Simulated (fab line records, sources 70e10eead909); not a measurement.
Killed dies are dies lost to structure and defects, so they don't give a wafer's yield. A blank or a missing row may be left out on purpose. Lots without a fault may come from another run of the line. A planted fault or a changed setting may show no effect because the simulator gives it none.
Chamber matching | flow nand_harc | NHARC_A_STAIRCASE_DEP_156 on pecvd-02: 3 sister chambers
The step deposits SiNx, target thk 50 nm. 6 wafers are shown with their chamber, then 11 later ones without.

WAFERS WITH THEIR CHAMBER
wafer  | chamber | heater_power_w (W) | heater_power_outer_w (W)
L080.6 | 2       | 547                | 311
L080.2 | 1       | 686                | 390
L080.3 | 2       | 534                | 321
L085.1 | 1       | 608                | 328
L085.4 | 0       | 844                | 487
L084.1 | 0       | 829                | 475

WAFERS WITHOUT THEIR CHAMBER
wafer  | heater_power_w (W) | heater_power_outer_w (W)
L084.5 | 838                | 475
L084.6 | 673                | 365
L086.2 | 817                | 469
L086.5 | 545                | 312
L086.6 | 662                | 381
L087.1 | 812                | 461
L087.2 | 560                | 305
L087.6 | 573                | 301
L094.1 | 683                | 370
L094.4 | 835                | 473
L094.5 | 573                | 344

WHICH CHAMBER EACH WENT THROUGH
wafer  | from the rows above     | in truth
L084.5 | 0                       | 0
L084.6 | 1                       | 1
L086.2 | 0                       | 0
L086.5 | 2                       | 2
L086.6 | 1                       | 1
L087.1 | 0                       | 0
L087.2 | 2                       | 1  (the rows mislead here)
L087.6 | 2                       | 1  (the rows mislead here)
L094.1 | 1                       | 1
L094.4 | 0                       | 0
L094.5 | can't be placed: 2 or 1 | 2
Placed correctly: 8 of 11. Can't be placed from these rows: 1 (the true chamber is among the candidates in 1). Placed wrongly: 2.
How it was worked out, from the rows above alone: a wafer's distance from a chamber is the root of the sum, over the readings, of the square of ((its reading less the chamber's mean) divided by the reading's scatter). The wafer belongs to the nearest chamber; if the next one is less than 2 further off, it can't be placed. A chamber's mean is the mean of its shown wafers. The scatter: the root of (the sum of the squares of (reading less its chamber's mean) over the shown wafers, divided by (wafers less chambers)).
